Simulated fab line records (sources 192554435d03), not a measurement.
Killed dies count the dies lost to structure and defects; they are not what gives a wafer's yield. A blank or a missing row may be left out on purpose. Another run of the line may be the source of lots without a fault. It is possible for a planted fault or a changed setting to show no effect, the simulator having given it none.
Split-lot experiment	flow n5_finfet	21 wafers read from 7 lots, route of 1938 steps

== THE SPLIT ==
At N5_BEOL_M5_COAT_22 (resist thk 30 nm), the setting spin_rpm was moved away from the recipe's 1500 rpm on 6 of the 21 wafers read, by -7.7% to +4.3%. All remaining wafers had this setting at the recipe value.

== FROM THE SPLIT TO THE READING: what the file shows between them, 4 steps ==
- N5_BEOL_M5_EBR_24
- N5_BEOL_M5_SOFTBAKE_23: time 60 s
- N5_BEOL_M5_EXPOSE_25: exposes mask V4, defocus 10 nm
- N5_BEOL_M5_PEB_26: peb time 60 s

== THE READING ==
CAR-EUV_of_BEOL_M5_COAT_22.thk_nm (the simulator's own value, which no gauge read), in nm, at N5_BEOL_M5_DEVELOP_27 (develop time 30 s). There is no usual value for it anywhere in the file. Average 29.6 nm, standard deviation 0.08 nm, over the 15 wafers here run with the recipe.

wafer	tool, chamber at the split	spin_rpm as run, rpm	against the recipe	CAR-EUV_of_BEOL_M5_COAT_22.thk_nm, nm	against lot-mates on the recipe
L075.2	litho_track-05, 0	1564	+4.3%	29	-0.6
L075.3	litho_track-05, 0	1500	recipe	29.6	-
L075.6	litho_track-05, 0	1500	recipe	29.6	-
L083.1	litho_track-05, 0	1500	recipe	29.6	-
L083.5	litho_track-05, 0	1500	recipe	29.6	-
L083.4	litho_track-05, 0	1453	-3.1%	30.2	+0.6
L087.2	litho_track-05, 0	1500	recipe	29.6	-
L087.3	litho_track-05, 0	1384	-7.7%	31	+1.4
L087.6	litho_track-05, 0	1384	-7.7%	31	+1.4
L086.3	litho_track-01, 0	1500	recipe	29.6	-
L086.5	litho_track-01, 0	1500	recipe	29.6	-
L086.6	litho_track-01, 0	1500	recipe	29.6	-
L091.2	litho_track-01, 0	1559	+3.9%	29	-0.4
L091.5	litho_track-01, 0	1559	+3.9%	29	-0.4
L091.3	litho_track-01, 0	1500	recipe	29.4	-
L093.2	litho_track-05, 0	1500	recipe	29.6	-
L093.5	litho_track-05, 0	1500	recipe	29.4	-
L093.6	litho_track-05, 0	1500	recipe	29.4	-
L095.2	litho_track-05, 0	1500	recipe	29.6	-
L095.3	litho_track-05, 0	1500	recipe	29.6	-
L095.6	litho_track-05, 0	1500	recipe	29.6	-

THE FIT
A straight line over all 21 wafers: CAR-EUV_of_BEOL_M5_COAT_22.thk_nm changes by -0.173 nm for each +1% of spin_rpm; r = -0.98; the points scatter about the line by 0.092 nm.
The same after taking each lot's own level away (the mean of its wafers on the recipe; 21 wafers): -0.162 nm for each +1%; r = -0.98; scatter 0.091 nm.
Per that fit: largest spin_rpm move, reading shift of 1.3 nm.
The span of the lots' own levels, 29.40 to 29.60 nm, comes to 2.5 times the standard deviation stated above.
The two slopes are in agreement: the lot-to-lot level therefore moves the slope only a little.
Check: with one of the wafers moved furthest among these (-7.7%) left out of the fit, the line predicts +1.24 nm for it against its lot-mates. Against them it came out at +1.4 nm.

== THE OTHER SPLITS THESE WAFERS WENT THROUGH ==
Other splits were also applied to these wafers ahead of the reading. Each is held against what the fit with the lots' levels taken away leaves over:
other split on the same wafers	wafers away from the commonest value	r with CAR-EUV_of_BEOL_M5_COAT_22.thk_nm (lot level and that fit taken away)
N5_BEOL_M4_TRENCH_ETCH_37 time_s	3	+0.38

== THE WHOLE CHAIN: every reading that the file lists as answering this split, in the file's order ==
step	what it does	reading	change (the file's fit)	r (the file's)
N5_BEOL_M5_COAT_22	resist thk 30 nm	CAR-EUV_of_BEOL_M5_COAT_22.thk_nm (the simulator's own value, which no gauge read)	-0.15 nm for each +1% of the setting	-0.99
N5_BEOL_M5_DEVELOP_27	develop time 30 s	CAR-EUV_of_BEOL_M5_COAT_22.thk_nm (the simulator's own value, which no gauge read)	-0.163 nm for each +1% of the setting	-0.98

== FILE'S OWN FIT ==
CAR-EUV_of_BEOL_M5_COAT_22.thk_nm changes by -0.163 nm for each +1% of spin_rpm, r = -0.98.
